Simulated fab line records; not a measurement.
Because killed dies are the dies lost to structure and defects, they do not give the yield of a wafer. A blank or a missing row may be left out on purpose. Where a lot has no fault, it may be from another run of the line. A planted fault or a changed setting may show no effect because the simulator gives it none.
fab line records	flow n5Finfet
record: lots: 5	wafers: 15	lastDay: 18
route steps=1938 shown BEOL_M3@962 BEOL_M4@1111 PASSIVATION@1936
lots with no fault: from the same line, run without faults
startH: start of the lot's first displayed wafer, in hours after the record's first day	waitH: hours from the lot's prior step to this one	" the same as in the row above	L1.1+2: a single row standing in for several wafers	- value missing, or start not given	* or withheld: withheld	< > ~ a bound
route shown NAME@n: names a module that has steps shown in the file, with the first one's number in the route	usual: mean and standard deviation over wafers with no fault	same: alike in all rows	chamber/n: place in a boat	sites: the reading at each site	_std_site: how widely they spread, as a standard deviation	_edge_site: inner sites' mean taken away from outer sites' mean	radiusMm: for every site, how far away it sits from the centre of the wafer	mask NAME#n: copy n	behind: the tool/chamber that last shaped the wafer	hold: why the lot was held/for how many hours/how that ended	device: transistor that didn't switch, given as n, p or np	end of line: tests of these same wafers at the route's end	a step with no rows: only its recipe	killed: dies lost to structure and defects at the first sort, not the wafer's yield	map: a wafer's dies, marking killed ones x, the rest . and places with no die _
set.NAME: the setting as run; set.NAME@STEP: as run at that earlier step	model.NAME: the simulator's own value behind a step, which no gauge read
a table for each step, a row for each wafer; lots at some steps of the route
services: a tool's chamber out of use, with start hour (startH, from the record's first day; less than 0 if before it), hours out, and reason
== steps ==
step: N5_BEOL_M3_SOFTBAKE_23
recipe: tempC: 110	timeS: 60	resist: CAR-EUV
step: N5_BEOL_M3_EXPOSE_25
recipe: maskId: V2	na: 0.33	sourceShape: quasar	sigmaInner: 0.2	sigmaOuter: 0.8	polarization: unpolarized	defocusNm: 5	doseMj: 63
step: N5_BEOL_M3_PEB_26
recipe: pebTempC: 100	pebTimeS: 60	resist: CAR-EUV
step: N5_BEOL_M3_DEVELOP_27
recipe: developTimeS: 30	developer: TMAH	resist: CAR-EUV	rinseLiquid: surfactantRinse	dry: airSpin	devTempC: 23
step: N5_BEOL_M3_DESCUM_33
recipe: chemistry: O2	timeS: 7	sourcePowerW: 50	biasPowerW: 20	pressureMtorr: 20	rfFrequencyHz: 2.712e+07	tempC: 40	resist: CAR-EUV	o2FlowSccm: 225
step: N5_BEOL_M3_ETCH_77
recipe: chemistry: N2/H2	target: underlayer	targetDepthA: 65	maskMaterial: CAR-EUV	timeS: 5.2	ionEnergyEv: 200	pressureMtorr: 30	sourceW: 840	biasW: 150	n2FlowSccm: 200	h2FlowSccm: 200	ends: cleared
step: N5_BEOL_M3_ETCH_69
recipe: chemistry: CF4	target: SiARC	targetDepthA: 156	maskMaterial: CAR-EUV	timeS: 26	ionEnergyEv: 80	pressureMtorr: 40	sourceW: 545	biasW: 36	Ar_flow_sccm: 100	cf4FlowSccm: 100	ends: cleared
step: N5_BEOL_M3_ALD_98
recipe: material: SiO2	targetThkA: 25	tempC: 100	aldPrecursorFamily: BDEAS	aldCoReactant: O2-plasma	pulseTimeS: 1	coReactantPulseTimeS: 1	purgeTimeS: 2	coReactantPurgeTimeS: 2	aldCycles: 17	pressureTorr: 2
step: N5_BEOL_M3_ETCHBACK_99
recipe: chemistry: CHF3	target: SiO2	targetDepthA: 50	timeS: 10.4	sourceW: 215	biasW: 47	Ar_flow_sccm: 200	CHF3_flow_sccm: 12	ionEnergyEv: 100	pressureMtorr: 30
step: N5_BEOL_M3_ETCH_70
recipe: chemistry: N2/H2	target: SOC	targetDepthA: 800	overetchA: 160	maskMaterial: SiARC	tempC: 40	timeS: 120	ionEnergyEv: 200	pressureMtorr: 30	sourceW: 840	biasW: 150	n2FlowSccm: 200	h2FlowSccm: 200
usual: biasW: 150.0/0.45	chamberPressureMTorr: 29.999/0.027	drypumpMotorCurrentA: 5.8/0.61	oesProductAu: 0.61/0.064	rfVppV: 523.3/2	showerheadPlenumPTorr: 2.53/0.068	throttleValvePct: 17.83/0.28
lot.wafer	tool	chamber	startH	waitH	biasW	chamberPressureMTorr	drypumpMotorCurrentA	oesProductAu	rfHoursCounterH	rfVppV	showerheadPlenumPTorr	throttleValvePct	model.SiARC_of_BEOL_M3_COAT_68.thkNm	model.underlayer_of_BEOL_M3_COAT_76.thkNm
L496.2	rieDiel-01	1	248.76	0.0	150.1	29.975	5.2	0.53	229	523.6	2.51	18.20	6.6	0
L496.3	"	0	"	"	150.5	30.047	4.7	0.66	65	525.2	2.57	17.58	6.4	0
L496.6	"	1	"	"	149.8	30.001	5.2	0.54	-	524.0	2.51	18.18	6.6	0
L498.1	rieDiel-03	1	251.82	0.0	-	-	-	-	-	-	-	-	12	5
L498.4	"	2	"	"	-	-	-	-	-	-	-	-	12	5
L498.5	"	2	"	"	-	-	-	-	-	-	-	-	12	5
L499.4	rieDiel-01	3	254.98	0.0	-	-	-	-	-	-	-	-	12	5
L499.5	"	2	"	"	-	-	-	-	-	-	-	-	12	5
L499.6	"	3	"	"	-	-	-	-	-	-	-	-	12	5
L500.1	rieDiel-01	1	260.97	0.0	-	-	-	-	-	-	-	-	12	5
L500.2	"	0	"	"	-	-	-	-	-	-	-	-	12	5
L500.5	"	2	"	"	-	-	-	-	-	-	-	-	12	5
L504.1	rieDiel-04	0	295.67	0.0	149.5	30.000	5.7	0.68	23	525.9	2.61	18.04	6.2	0
L504.2	"	1	"	"	150.4	30.008	6.5	0.58	135	523.2	2.54	17.82	6.4	0
L504.4	"	3	"	"	150.2	29.977	6.6	0.54	223	519.5	2.42	18.18	6.4	0
step: N5_BEOL_M3_STRIP_71
recipe: chemistry: N2/H2	tempC: 40	n2FlowSccm: 200	h2FlowSccm: 200	rfFrequencyHz: 6e+07
step: N5_BEOL_M3_STRIP_78
recipe: chemistry: N2/H2	tempC: 40	n2FlowSccm: 200	h2FlowSccm: 200	rfFrequencyHz: 6e+07
step: N5_BEOL_M3_VIA_ETCH_34
recipe: chemistry: C4F6/O2	targetDepthA: 694	maskMaterial: SOC	pressureMtorr: 15	ionEnergyEv: 250	taperDeg: 4	timeS: 65.9	sourceW: 350	biasW: 170	Ar_flow_sccm: 300	C4F6_flow_sccm: 10	O2_flow_sccm: 10
usual: C4F6_flow_sccm: 9.998/0.029	O2_flow_sccm: 9.996/0.029	drypumpMotorCurrentA: 5.8/0.61	oesProductAu: 0.80/0.091	rfVppV: 672/14	showerheadPlenumPTorr: 2.83/0.079	throttleValvePct: 30.8/0.38
lot.wafer	tool	chamber	startH	waitH	C4F6_flow_sccm	O2_flow_sccm	drypumpMotorCurrentA	oesProductAu	rfHoursCounterH	rfVppV	showerheadPlenumPTorr	throttleValvePct
L496.2	rieDiel-01	1	248.86	0.0	9.994	10.025	5.2	0.70	229	647	2.78	30.8
L496.3	"	0	"	"	10.016	9.988	4.7	0.86	65	656	2.87	30.6
L496.6	"	1	"	"	9.941	10.026	5.2	0.70	-	649	2.78	30.8
L498.1	rieDiel-03	1	251.92	0.0	10.016	10.012	5.3	0.28	190	677	2.85	30.8
L498.4	"	2	"	"	9.969	9.973	5.5	0.25	245	680	2.71	31.1
L498.5	"	2	"	"	9.986	9.997	5.5	0.25	-	680	2.71	31.1
L499.4	rieDiel-01	3	255.08	0.0	9.976	10.021	6.4	0.32	80	673	2.79	30.8
L499.5	"	2	"	"	9.954	10.024	6.1	0.33	-	661	2.75	29.9
L499.6	"	3	"	"	10.051	10.018	6.3	0.32	-	672	2.79	30.8
L500.1	rieDiel-01	1	261.07	0.0	10.052	9.983	5.2	0.26	233	648	2.77	30.7
L500.2	"	0	"	"	10.027	9.984	4.7	0.31	70	654	2.87	30.6
L500.5	"	2	"	"	9.981	10.033	6.1	0.33	-	661	2.75	29.9
L504.1	rieDiel-04	0	295.77	0.0	9.959	9.985	5.8	0.91	23	664	2.90	31.1
L504.2	"	1	"	"	10.057	10.041	6.5	0.77	135	681	2.87	31.2
L504.4	"	3	"	"	10.029	9.994	6.6	0.69	223	676	2.70	31.0
step: N5_BEOL_M3_STRIP_83
recipe: chemistry: C4F6/O2	resist: SiARC	rfFrequencyHz: 6e+07
step: N5_BEOL_M4_RC_MEAS_101
usual: DIBL_N: 35.9/1.7	DIBL_P: 36.0/2.2	IOFF_N: 0.16/0.031	IOFF_P: 0.21/0.039	ION_N: 678/13	ION_P: 464/8.8	SS_N: 71.5/0.61	SS_P: 73.2/0.68	VT_N: 249/3.3	VT_P: -250/3.8
lot.wafer	tool	chamber	startH	waitH	DIBL_N[mV/V]	DIBL_P[mV/V]	IOFF_N[nA/um]	IOFF_P[nA/um]	ION_N[uA/um]	ION_P[uA/um]	SS_N[mV/dec]	SS_P[mV/dec]	VT_N[mV]	VT_P[mV]
L496.2	prober-01	0	265.14	0.2	35.7	36.1	0.17	0.23	687	474	71.6	73.3	248	-248
L496.3	"	0	"	"	35.7	36.2	0.15	0.23	682	475	71.2	73.5	247	-245
L496.6	"	0	"	"	36.9	37.1	0.18	0.25	701	473	71.8	73.6	245	-245
L504.1	prober-02	0	313.75	0.0	37.4	37.5	0.17	0.22	683	462	72.3	73.0	250	-250
L504.2	"	0	"	"	36.9	36.5	0.15	0.21	677	463	71.5	73.4	249	-251
L504.4	"	0	"	"	36.4	34.9	0.15	0.19	681	458	71.9	73.0	249	-251
step: N5_PASSIVATION_PROBE_49
usual: defectLimitedYield: 90.9/1.5	killed_at_M0_to_M3: 36/10	killed_at_M4_up: 13/5.5	killedAtContacts: 12/5.6	killedAtFrontEnd: 42/12	killedAtOther: 4/3.2	killedDies: 108/18	killedOnRim: 15/4.1	killedOpen: 71/13	killedShort: 34/7.8	sort_bin_5_function: 5.4/1	sort_bin_6_memory: 3.4/0.68	sortNPass: 1072/18	sortYieldPct: 90.9/1.5
same: grossDies: 1180	killedAtBackSide: 0	sort_bin_4_leakage[%]: 0	sort_bin_8_speed[%]: 0
lot.wafer	tool	chamber	startH	waitH	defectLimitedYield[%]	killed_at_M0_to_M3	killed_at_M4_up	killedAtContacts	killedAtFrontEnd	killedAtOther	killedDies	killedOnRim	killedOpen	killedShort	sort_bin_5_function[%]	sort_bin_6_memory[%]	sortNPass	sortYieldPct[%]
L498.1	prober-02	-	380.86	0.0	0	1096	24	10	40	10	1180	152	80	38	96.1	3.5	0	0
L498.4	prober-02	-	381.01	0.2	0	1111	16	16	29	8	1180	152	72	35	96.0	3.7	0	0
L498.5	prober-02	-	381.06	0.2	0	1127	10	8	27	8	1180	152	58	37	96.9	2.7	0	0
L496.2	prober-01	-	385.75	0.1	93.0	17	16	5	35	10	83	11	52	31	4.3	2.5	1097	93.0
L496.3	prober-01	-	385.80	0.1	91.5	37	14	6	41	2	100	17	69	29	4.6	3.7	1080	91.5
L496.6	prober-01	-	385.95	0.3	91.2	38	12	9	43	2	104	15	66	35	5.3	3.0	1076	91.2
L500.1	prober-01	-	399.11	0.0	0	1109	4	17	37	13	1180	152	63	36	96.1	3.6	0	0
L500.2	prober-01	-	399.16	0.1	0	1121	9	10	32	8	1180	152	74	38	96.1	3.5	0	0
L500.5	prober-01	-	399.31	0.2	0	1096	13	18	47	6	1180	152	85	37	95.4	4.4	0	0
L499.4	prober-01	-	401.05	0.2	0	1126	11	6	37	0	1180	152	69	28	96.5	3.0	0	0
L499.5	prober-01	-	401.10	0.2	0	1093	17	9	59	2	1180	152	85	30	96.3	3.4	0	0
L499.6	prober-01	-	401.15	0.3	0	1087	19	16	46	12	1180	152	81	45	95.8	3.7	0	0
killed by level:class
L498.1 BEOL_M3:areaEtch=1061 STI_FIN_REVEAL:geometricParticle:open=22 BEOL_M0_SAQP:geometricParticle:short=9 MOL_CONTACT_COAG:geometricParticle:open=9 BEOL_M4:geometricParticle:open=8 BEOL_M0_SAQP:geometricParticle:open=6 BEOL_M5:geometricParticle:open=6 STI_FIN_REVEAL:geometricParticle:short=5
L498.4 BEOL_M3:areaEtch=1073 MOL_CONTACT_COAG:geometricParticle:open=15 STI_FIN_REVEAL:geometricParticle:open=12 BEOL_M0_SAQP:geometricParticle:short=11 BEOL_M4:geometricParticle:open=8 STI_FIN_REVEAL:geometricParticle:short=7 BEOL_M3:geometricParticle:open=6 BEOL_M0:geometricParticle:open=5
L498.5 BEOL_M3:areaEtch=1084 BEOL_M0_SAQP:geometricParticle:short=15 BEOL_M0_SAQP:geometricParticle:open=8 STI_FIN_REVEAL:geometricParticle:open=7 MOL_CONTACT_COAG:geometricParticle:open=7 BEOL_M4:geometricParticle:open=7 BEOL_M3:geometricParticle:open=7 FIN_SAQP:geometricParticle:open=4
L496.2 BEOL_M0_SAQP:geometricParticle:short=7 BEOL_M4:geometricParticle:short=6 PAD_METAL:geometricParticle:open=6 GATE_CUT:geometricParticle:open=5 MOL_CONTACT_COAG:geometricParticle:open=5 BEOL_M0_SAQP:geometricParticle:open=5 BEOL_M4:geometricParticle:open=5 FIN_SAQP:geometricParticle:open=4
L496.3 FIN_SAQP:geometricParticle:open=17 BEOL_M2:geometricParticle:open=9 BEOL_M3:geometricParticle:open=7 GATE_CUT:geometricParticle:short=7 BEOL_M0_SAQP:geometricParticle:open=7 MOL_CONTACT_COAG:geometricParticle:open=6 BEOL_M1:geometricParticle:open=6 FIN_SAQP:geometricParticle:short=3
L496.6 BEOL_M2:geometricParticle:open=14 SPACER0:geometricParticle:short=7 GATE_CUT:geometricParticle:open=7 DUMMY_GATE:geometricParticle:open=6 MOL_CONTACT_COAG:geometricParticle:open=6 BEOL_M0_SAQP:geometricParticle:open=5 BEOL_M0_SAQP:geometricParticle:short=5 FIN_SAQP:geometricParticle:short=4
L500.1 BEOL_M3:areaEtch=1080 FIN_SAQP:geometricParticle:open=11 MOL_CONTACT_COAG:geometricParticle:open=10 FIN_SAQP:geometricParticle:short=8 BEOL_M0_SAQP:geometricParticle:short=8 MOL_CONTACT_COAG:geometricParticle:short=7 BEOL_M1:geometricParticle:open=5 BEOL_M2:geometricParticle:open=5
L500.2 BEOL_M3:areaEtch=1068 BEOL_M0_SAQP:geometricParticle:short=18 BEOL_M1:geometricParticle:open=13 BEOL_M0_SAQP:geometricParticle:open=8 MOL_CONTACT_COAG:geometricParticle:open=8 FIN_SAQP:geometricParticle:open=5 STI_FIN_REVEAL:geometricParticle:open=5 MIM_TOP_ETCH:geometricParticle:open=5
L500.5 BEOL_M3:areaEtch=1058 FIN_SAQP:geometricParticle:open=15 MOL_CONTACT_COAG:geometricParticle:open=15 FIN_SAQP:geometricParticle:short=10 BEOL_M3:geometricParticle:open=9 BEOL_M4:geometricParticle:open=7 BEOL_M2:geometricParticle:open=7 DUMMY_GATE:geometricParticle:open=6
L499.4 BEOL_M3:areaEtch=1079 BEOL_M3:geometricParticle:open=15 BEOL_M2:geometricParticle:open=9 STI_FIN_REVEAL:geometricParticle:open=8 BEOL_M0_SAQP:geometricParticle:open=7 DUMMY_GATE:geometricParticle:open=6 FIN_SAQP:geometricParticle:open=5 BEOL_M0_SAQP:geometricParticle:short=5
L499.5 BEOL_M3:areaEtch=1064 STI_FIN_REVEAL:geometricParticle:open=30 BEOL_M0_SAQP:geometricParticle:short=8 FIN_SAQP:geometricParticle:short=7 MOL_CONTACT_COAG:geometricParticle:open=7 BEOL_M4:geometricParticle:open=7 BEOL_M0_SAQP:geometricParticle:open=6 BEOL_M2:geometricParticle:open=5
L499.6 BEOL_M3:areaEtch=1052 MOL_CONTACT_COAG:geometricParticle:open=14 STI_FIN_REVEAL:geometricParticle:open=12 FIN_SAQP:geometricParticle:short=11 BEOL_M3:geometricParticle:open=10 FIN_SAQP:geometricParticle:open=7 STI_FIN_REVEAL:geometricParticle:short=6 BEOL_M2:geometricParticle:open=6
map L498.1 (x killed, . not)
_________________xxxxxxxxxxxx________________
______________xxxxxxxxxxxxxxxxxx_____________
___________xxxxxxxxxxxxxxxxxxxxxxxx__________
__________xxxxxxxxxxxxxxxxxxxxxxxxxx_________
________xxxxxxxxxxxxxxxxxxxxxxxxxxxxxx_______
_______xxxxxxxxxxxxxxxxxxxxxxxxxxxxxxxx______
______xxxxxxxxxxxxxxxxxxxxxxxxxxxxxxxxxx_____
_____xxxxxxxxxxxxxxxxxxxxxxxxxxxxxxxxxxxx____
____xxxxxxxxxxxxxxxxxxxxxxxxxxxxxxxxxxxxxx___
___xxxxxxxxxxxxxxxxxxxxxxxxxxxxxxxxxxxxxxxx__
___xxxxxxxxxxxxxxxxxxxxxxxxxxxxxxxxxxxxxxxx__
__xxxxxxxxxxxxxxxxxxxxxxxxxxxxxxxxxxxxxxxxxx_
__xxxxxxxxxxxxxxxxxxxxxxxxxxxxxxxxxxxxxxxxxx_
_xxxxxxxxxxxxxxxxxxxxxxxxxxxxxxxxxxxxxxxxxxxx
_xxxxxxxxxxxxxxxxxxxxxxxxxxxxxxxxxxxxxxxxxxxx
_xxxxxxxxxxxxxxxxxxxxxxxxxxxxxxxxxxxxxxxxxxxx
_xxxxxxxxxxxxxxxxxxxxxxxxxxxxxxxxxxxxxxxxxxxx
_xxxxxxxxxxxxxxxxxxxxxxxxxxxxxxxxxxxxxxxxxxxx
_xxxxxxxxxxxxxxxxxxxxxxxxxxxxxxxxxxxxxxxxxxxx
_xxxxxxxxxxxxxxxxxxxxxxxxxxxxxxxxxxxxxxxxxxxx
_xxxxxxxxxxxxxxxxxxxxxxxxxxxxxxxxxxxxxxxxxxxx
__xxxxxxxxxxxxxxxxxxxxxxxxxxxxxxxxxxxxxxxxxx_
__xxxxxxxxxxxxxxxxxxxxxxxxxxxxxxxxxxxxxxxxxx_
___xxxxxxxxxxxxxxxxxxxxxxxxxxxxxxxxxxxxxxxx__
___xxxxxxxxxxxxxxxxxxxxxxxxxxxxxxxxxxxxxxxx__
____xxxxxxxxxxxxxxxxxxxxxxxxxxxxxxxxxxxxxx___
_____xxxxxxxxxxxxxxxxxxxxxxxxxxxxxxxxxxxx____
______xxxxxxxxxxxxxxxxxxxxxxxxxxxxxxxxxx_____
_______xxxxxxxxxxxxxxxxxxxxxxxxxxxxxxxx______
________xxxxxxxxxxxxxxxxxxxxxxxxxxxxxx_______
__________xxxxxxxxxxxxxxxxxxxxxxxxxx_________
___________xxxxxxxxxxxxxxxxxxxxxxxx__________
______________xxxxxxxxxxxxxxxxxx_____________
_________________xxxxxxxxxxxx________________
map L499.4 (x killed, . not)
_________________xxxxxxxxxxxx________________
______________xxxxxxxxxxxxxxxxxx_____________
___________xxxxxxxxxxxxxxxxxxxxxxxx__________
__________xxxxxxxxxxxxxxxxxxxxxxxxxx_________
________xxxxxxxxxxxxxxxxxxxxxxxxxxxxxx_______
_______xxxxxxxxxxxxxxxxxxxxxxxxxxxxxxxx______
______xxxxxxxxxxxxxxxxxxxxxxxxxxxxxxxxxx_____
_____xxxxxxxxxxxxxxxxxxxxxxxxxxxxxxxxxxxx____
____xxxxxxxxxxxxxxxxxxxxxxxxxxxxxxxxxxxxxx___
___xxxxxxxxxxxxxxxxxxxxxxxxxxxxxxxxxxxxxxxx__
___xxxxxxxxxxxxxxxxxxxxxxxxxxxxxxxxxxxxxxxx__
__xxxxxxxxxxxxxxxxxxxxxxxxxxxxxxxxxxxxxxxxxx_
__xxxxxxxxxxxxxxxxxxxxxxxxxxxxxxxxxxxxxxxxxx_
_xxxxxxxxxxxxxxxxxxxxxxxxxxxxxxxxxxxxxxxxxxxx
_xxxxxxxxxxxxxxxxxxxxxxxxxxxxxxxxxxxxxxxxxxxx
_xxxxxxxxxxxxxxxxxxxxxxxxxxxxxxxxxxxxxxxxxxxx
_xxxxxxxxxxxxxxxxxxxxxxxxxxxxxxxxxxxxxxxxxxxx
_xxxxxxxxxxxxxxxxxxxxxxxxxxxxxxxxxxxxxxxxxxxx
_xxxxxxxxxxxxxxxxxxxxxxxxxxxxxxxxxxxxxxxxxxxx
_xxxxxxxxxxxxxxxxxxxxxxxxxxxxxxxxxxxxxxxxxxxx
_xxxxxxxxxxxxxxxxxxxxxxxxxxxxxxxxxxxxxxxxxxxx
__xxxxxxxxxxxxxxxxxxxxxxxxxxxxxxxxxxxxxxxxxx_
__xxxxxxxxxxxxxxxxxxxxxxxxxxxxxxxxxxxxxxxxxx_
___xxxxxxxxxxxxxxxxxxxxxxxxxxxxxxxxxxxxxxxx__
___xxxxxxxxxxxxxxxxxxxxxxxxxxxxxxxxxxxxxxxx__
____xxxxxxxxxxxxxxxxxxxxxxxxxxxxxxxxxxxxxx___
_____xxxxxxxxxxxxxxxxxxxxxxxxxxxxxxxxxxxx____
______xxxxxxxxxxxxxxxxxxxxxxxxxxxxxxxxxx_____
_______xxxxxxxxxxxxxxxxxxxxxxxxxxxxxxxx______
________xxxxxxxxxxxxxxxxxxxxxxxxxxxxxx_______
__________xxxxxxxxxxxxxxxxxxxxxxxxxx_________
___________xxxxxxxxxxxxxxxxxxxxxxxx__________
______________xxxxxxxxxxxxxxxxxx_____________
_________________xxxxxxxxxxxx________________
== services ==
tool	chamber	startH	hours	kind
rieDiel-01	1	240.27	4.0	repair
rieDiel-03	2	265.86	-	clean
rieDiel-03	2	265.86	-	consumableReplace:focusRing
rieDiel-03	2	265.86	-	consumableReplace:showerhead
rieDiel-03	2	265.86	14.9	scheduledDown
rieDiel-03	2	265.86	14.9	ventCycle
rieDiel-04	2	273.35	7.5	repair
== key ==
firstSign: step: N5_BEOL_M3_ETCH_70	reading: toolRecord	direction: missing
effect: step: N5_BEOL_M3_VIA_ETCH_34	reading: oesProductAu	direction: down	sigmas: 5.5	usual: 0.80	struck: 0.30
effect: step: N5_PASSIVATION_PROBE_49	reading: killed_at_M0_to_M3	direction: up	sigmas: 99+	usual: 36	struck: 1107
modelEffect: step: N5_BEOL_M3_ETCH_70	value: SiARC_of_BEOL_M3_COAT_68.thkNm	without: 6.333	struck: 12
moreKillsBornAt: N5_BEOL_M3_ETCH_70@rieDiel-01: 6401	N5_BEOL_M3_ETCH_70@rieDiel-03: 3218
metAt N5_BEOL_M3_ETCH_70
struckWafers L498.1,L498.4,L498.5,L499.4,L499.5,L499.6,L500.1,L500.2,L500.5
laterRowsLeftOut L498.1,L498.4,L498.5,L499.4,L499.5,L499.6,L500.1,L500.2,L500.5
onsetBetween 248.76 251.82
fault: kind: skippedStepWhole	tool: rieDiel-01,rieDiel-03	chamber: -	onsetH: 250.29	steps: N5_BEOL_M3_ETCH_70	scope: struckLotsOnly
laterRowsLeftOut: the simulator's readings of these wafers behind a module that went badly wrong aren't trusted and aren't shown, but for the sort
